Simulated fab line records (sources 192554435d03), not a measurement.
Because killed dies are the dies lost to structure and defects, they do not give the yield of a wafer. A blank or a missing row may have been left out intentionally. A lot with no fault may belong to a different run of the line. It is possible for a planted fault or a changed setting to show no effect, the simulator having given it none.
Shared-tool check || flow n5Finfet || 8 lots and 24 wafers in the sample

REASON FOR OPENING
On 2 of the 8 lots, a flag is raised at N5_BEOL_M0_SAQP_INSPECT_42 on the reading rawDefectCount. No-fault wafers: 288, standard deviation 81.
Rule: a lot is flagged in two cases, either no wafer of it has a number, or all its wafers with numbers fall more than 4 standard deviations from that mean. The rest of the lots are taken to be sound.

{"lot": "L248", "measured": "day 6 07:48", "on": "defectInspect-01", "rawDefectCount, wafer by wafer": "311 234 286", "flag": ""}
{"lot": "L249", "measured": "day 6 10:26", "on": "defectInspect-02", "rawDefectCount, wafer by wafer": "312 290 357", "flag": ""}
{"lot": "L250", "measured": "day 6 16:14", "on": "defectInspect-02", "rawDefectCount, wafer by wafer": "288 213 258", "flag": ""}
{"lot": "L251", "measured": "day 6 20:28", "on": "defectInspect-02", "rawDefectCount, wafer by wafer": "223 186 181", "flag": ""}
{"lot": "L255", "measured": "day 7 21:28", "on": "defectInspect-02", "rawDefectCount, wafer by wafer": "485 310 315", "flag": ""}
{"lot": "L259", "measured": "day 8 22:14", "on": "defectInspect-01", "rawDefectCount, wafer by wafer": "1300 1448 1485", "flag": "FLAGGED"}
{"lot": "L261", "measured": "day 9 08:32", "on": "defectInspect-02", "rawDefectCount, wafer by wafer": "1670 1665 1702", "flag": "FLAGGED"}
{"lot": "L269", "measured": "day 11 11:34", "on": "defectInspect-01", "rawDefectCount, wafer by wafer": "302 214 276", "flag": ""}
On average the flagged lots' numbers are 1545, which is +1257 against the usual, or +16 standard deviations.

WHICH TOOL EACH LOT WENT THROUGH
Before the reading, the record contains 3 process steps out of a 1938-step route. In each cell: the tool, then ch and the chambers that the sampled wafers went through, then the start.
{"lot": "L248", "flag": "", "N5_BEOL_M0_SAQP_MANDREL_ETCH_103": "rieSi-04 ch 0,1,3, day 6 05:38", "N5_BEOL_M0_SAQP_STRIP_108": "rieDiel-01 ch 0,1,2, day 6 06:18", "N5_BEOL_M0_SAQP_RECESS_109": "vaporEtch-01 ch 0,1, day 6 06:31"}
{"lot": "L249", "flag": "", "N5_BEOL_M0_SAQP_MANDREL_ETCH_103": "rieSi-02 ch 0,1,3, day 6 08:26", "N5_BEOL_M0_SAQP_STRIP_108": "rieDiel-02 ch 0,2, day 6 09:04", "N5_BEOL_M0_SAQP_RECESS_109": "vaporEtch-01 ch 1, day 6 09:07"}
{"lot": "L250", "flag": "", "N5_BEOL_M0_SAQP_MANDREL_ETCH_103": "rieSi-03 ch 0,2, day 6 14:16", "N5_BEOL_M0_SAQP_STRIP_108": "rieDiel-06 ch 1,3, day 6 14:53", "N5_BEOL_M0_SAQP_RECESS_109": "vaporEtch-01 ch 0, day 6 14:57"}
{"lot": "L251", "flag": "", "N5_BEOL_M0_SAQP_MANDREL_ETCH_103": "rieSi-02 ch 1,3, day 6 18:13", "N5_BEOL_M0_SAQP_STRIP_108": "rieDiel-01 ch 1,3, day 6 18:50", "N5_BEOL_M0_SAQP_RECESS_109": "vaporEtch-01 ch 0,1, day 6 19:10"}
{"lot": "L255", "flag": "", "N5_BEOL_M0_SAQP_MANDREL_ETCH_103": "rieSi-02 ch 1,2, day 7 19:16", "N5_BEOL_M0_SAQP_STRIP_108": "rieDiel-06 ch 0,1,2, day 7 19:54", "N5_BEOL_M0_SAQP_RECESS_109": "vaporEtch-01 ch 0,1, day 7 19:58"}
{"lot": "L259", "flag": "FLAGGED", "N5_BEOL_M0_SAQP_MANDREL_ETCH_103": "rieSi-02 ch 0,1,2, day 8 20:16", "N5_BEOL_M0_SAQP_STRIP_108": "rieDiel-06 ch 1,2,3, day 8 20:53", "N5_BEOL_M0_SAQP_RECESS_109": "vaporEtch-01 ch 0,1, day 8 20:57"}
{"lot": "L261", "flag": "FLAGGED", "N5_BEOL_M0_SAQP_MANDREL_ETCH_103": "rieSi-03 ch 0,1,2, day 9 06:22", "N5_BEOL_M0_SAQP_STRIP_108": "rieDiel-06 ch 0,1,3, day 9 06:59", "N5_BEOL_M0_SAQP_RECESS_109": "vaporEtch-01 ch 0,1, day 9 07:03"}
{"lot": "L269", "flag": "", "N5_BEOL_M0_SAQP_MANDREL_ETCH_103": "rieSi-03 ch 0,2,3, day 11 09:36", "N5_BEOL_M0_SAQP_STRIP_108": "rieDiel-06 ch 1,2,3, day 11 10:14", "N5_BEOL_M0_SAQP_RECESS_109": "vaporEtch-02 ch 0,1, day 11 10:17"}
What the steps here do:
- N5_BEOL_M0_SAQP_MANDREL_ETCH_103: etches a-Si in HBr/Cl2, stops on SiCN, target depth 45 nm, bt time 10 s, time 27 s.
- N5_BEOL_M0_SAQP_STRIP_108: strips in N2/H2.
- N5_BEOL_M0_SAQP_RECESS_109: chemistry HF/NH3, target SiO2, target depth 3 nm, afs cycles 1, sublimation time 60 s.
- N5_BEOL_M0_SAQP_INSPECT_42: inspects for defects (brightfield).

FLAGGED AGAINST TOTAL, ONE TOOL AT A TIME (gauges that did the reading follow at the end)
{"step": "N5_BEOL_M0_SAQP_MANDREL_ETCH_103", "tool": "rieSi-02", "lots run": 4, "flagged": 1, "share of the flagged lots": "some", "sound lots run after its first flagged lot": 0}
{"step": "N5_BEOL_M0_SAQP_MANDREL_ETCH_103", "tool": "rieSi-03", "lots run": 3, "flagged": 1, "share of the flagged lots": "some", "sound lots run after its first flagged lot": "1 (L269)"}
{"step": "N5_BEOL_M0_SAQP_MANDREL_ETCH_103", "tool": "rieSi-04", "lots run": 1, "flagged": 0, "share of the flagged lots": "none", "sound lots run after its first flagged lot": "-"}
{"step": "N5_BEOL_M0_SAQP_STRIP_108", "tool": "rieDiel-01", "lots run": 2, "flagged": 0, "share of the flagged lots": "none", "sound lots run after its first flagged lot": "-"}
{"step": "N5_BEOL_M0_SAQP_STRIP_108", "tool": "rieDiel-02", "lots run": 1, "flagged": 0, "share of the flagged lots": "none", "sound lots run after its first flagged lot": "-"}
{"step": "N5_BEOL_M0_SAQP_STRIP_108", "tool": "rieDiel-06", "lots run": 5, "flagged": 2, "share of the flagged lots": "all", "sound lots run after its first flagged lot": "1 (L269)"}
{"step": "N5_BEOL_M0_SAQP_RECESS_109", "tool": "vaporEtch-01", "lots run": 7, "flagged": 2, "share of the flagged lots": "all", "sound lots run after its first flagged lot": 0}
{"step": "N5_BEOL_M0_SAQP_RECESS_109", "tool": "vaporEtch-02", "lots run": 1, "flagged": 0, "share of the flagged lots": "none", "sound lots run after its first flagged lot": "-"}
{"step": "N5_BEOL_M0_SAQP_INSPECT_42", "tool": "defectInspect-01", "lots run": 3, "flagged": 1, "share of the flagged lots": "some", "sound lots run after its first flagged lot": "1 (L269)"}
{"step": "N5_BEOL_M0_SAQP_INSPECT_42", "tool": "defectInspect-02", "lots run": 5, "flagged": 1, "share of the flagged lots": "some", "sound lots run after its first flagged lot": 0}

WHAT IS ALLOWED BY THE TABLE
rieDiel-06 at N5_BEOL_M0_SAQP_STRIP_108 and vaporEtch-01 at N5_BEOL_M0_SAQP_RECESS_109 are the 2 rows of the table that ran each flagged lot.
- rieDiel-06 at N5_BEOL_M0_SAQP_STRIP_108 ran 5 lots, 2 of them flagged. Lots that were sound ran on it after the first flagged one (L269); a persistent fault on the entire tool would not allow that.
- vaporEtch-01 at N5_BEOL_M0_SAQP_RECESS_109 ran 7 lots, 2 of them flagged. Last sound lot L255 at day 7 19:58, first flagged lot L259 at day 8 20:57; a fault beginning in between fits.
What remains is a single tool, vaporEtch-01 at N5_BEOL_M0_SAQP_RECESS_109.

WHAT THE SIMULATOR HAD INSERTED
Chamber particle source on vaporEtch-01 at N5_BEOL_M0_SAQP_RECESS_109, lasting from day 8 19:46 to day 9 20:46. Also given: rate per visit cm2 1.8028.
Shown lots that were struck: L259, L261. The same result came from the rule above.
